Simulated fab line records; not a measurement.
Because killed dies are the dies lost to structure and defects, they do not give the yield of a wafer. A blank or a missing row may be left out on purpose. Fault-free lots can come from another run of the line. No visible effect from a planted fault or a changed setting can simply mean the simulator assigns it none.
Chamber matching    flow n5_finfet    rie_diel-06 running N5_DUMMY_GATE_ETCH_29: 4 sister chambers
The step etches underlayer in N2/H2, target depth 13 nm. 4 wafers are shown with their chamber, then 8 later ones without.

WAFERS PAIRED WITH THEIR CHAMBERS
wafer   chamber  showerhead_plenum_p_Torr (Torr)
L081.6  3        2.39
L082.1  2        2.45
L082.5  1        2.36
L090.1  0        2.68

WAFERS WITH NO CHAMBER GIVEN
wafer   showerhead_plenum_p_Torr (Torr)
L090.2  2.39
L090.3  2.44
L095.2  2.68
L095.3  2.35
L095.6  2.35
L096.1  2.68
L096.2  2.44
L096.5  2.68

THE CHAMBER EACH PASSED THROUGH
wafer   from the rows above  in truth
L090.2  3                    3
L090.3  2                    2
L095.2  0                    0
L095.3  1                    1
L095.6  1                    1
L096.1  0                    0
L096.2  2                    2
L096.5  0                    0
Correctly placed: 8 of 8. Can't be placed from these rows: 0. Wrongly placed: 0.
How it was worked out, from the rows above alone: a wafer's distance from a chamber is the root of the sum, over the readings, of the square of ((its reading less the chamber's mean) divided by the reading's scatter). The wafer belongs to the nearest chamber; if the next one is less than 2 further off, it can't be placed. Each chamber's mean is taken over the wafers shown for it. The scatter: with one shown wafer a chamber, the root of the mean of the squares of how far each hidden wafer lies from its nearest shown one.
